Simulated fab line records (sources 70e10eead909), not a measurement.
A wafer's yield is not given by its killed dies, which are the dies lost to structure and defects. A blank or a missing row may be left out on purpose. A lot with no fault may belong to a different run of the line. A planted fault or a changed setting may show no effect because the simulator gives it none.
Matching of chambers | flow nand harc | rie diel-10 running NHARC_A_CHANNEL_FILL_D1_ETCHBACK_20: 4 sister chambers
The step etches the open film in C4F8/O2/Ar, target depth 27 nm, time 13.5 s. 7 wafers are shown with their chamber, then 8 later ones without.

WAFERS, EACH WITH ITS CHAMBER
wafer  | chamber | rf vpp V (V) | oes product au (a.u.)
L074.3 | 2       | 988          | 0.99
L082.3 | 0       | 972          | 0.99
L082.6 | 1       | 988          | 1.01
L086.1 | 1       | 987          | 0.99
L086.5 | 3       | 980          | 1.00
L086.6 | 0       | 972          | 0.99
L087.1 | 3       | 979          | 0.93

WAFERS WITH NO CHAMBER GIVEN
wafer  | rf vpp V (V) | oes product au (a.u.)
L087.3 | 973          | 0.93
L087.4 | 987          | 0.93
L094.4 | 986          | 1.01
L094.5 | 986          | 0.98
L094.6 | 987          | 1.01
L095.1 | 988          | 0.93
L095.2 | 988          | 1.00
L095.4 | 980          | 0.91

CHAMBER TAKEN BY EACH
wafer  | from the rows above     | in truth
L087.3 | 0                       | 0
L087.4 | can't be placed: 1 or 2 | 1
L094.4 | can't be placed: 1 or 2 | 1
L094.5 | can't be placed: 1 or 2 | 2
L094.6 | can't be placed: 1 or 2 | 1
L095.1 | can't be placed: 2 or 1 | 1
L095.2 | can't be placed: 2 or 1 | 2
L095.4 | 3                       | 3
2 of 8 placed correctly. Cannot be placed on the basis of these rows: 6; the candidates contain the true chamber in 6. Placed wrongly: 0.
How it was worked out, from the rows above alone: a wafer's distance from a chamber is the root of the sum, over the readings, of the square of ((its reading less the chamber's mean) divided by the reading's scatter). The wafer belongs to the nearest chamber; if the next one is less than 2 further off, it can't be placed. For every chamber, the mean is computed from those of its wafers that are shown. The scatter: take each reading less its chamber's mean, square it, sum over the shown wafers, divide by the number of wafers less the number of chambers, and take the root.
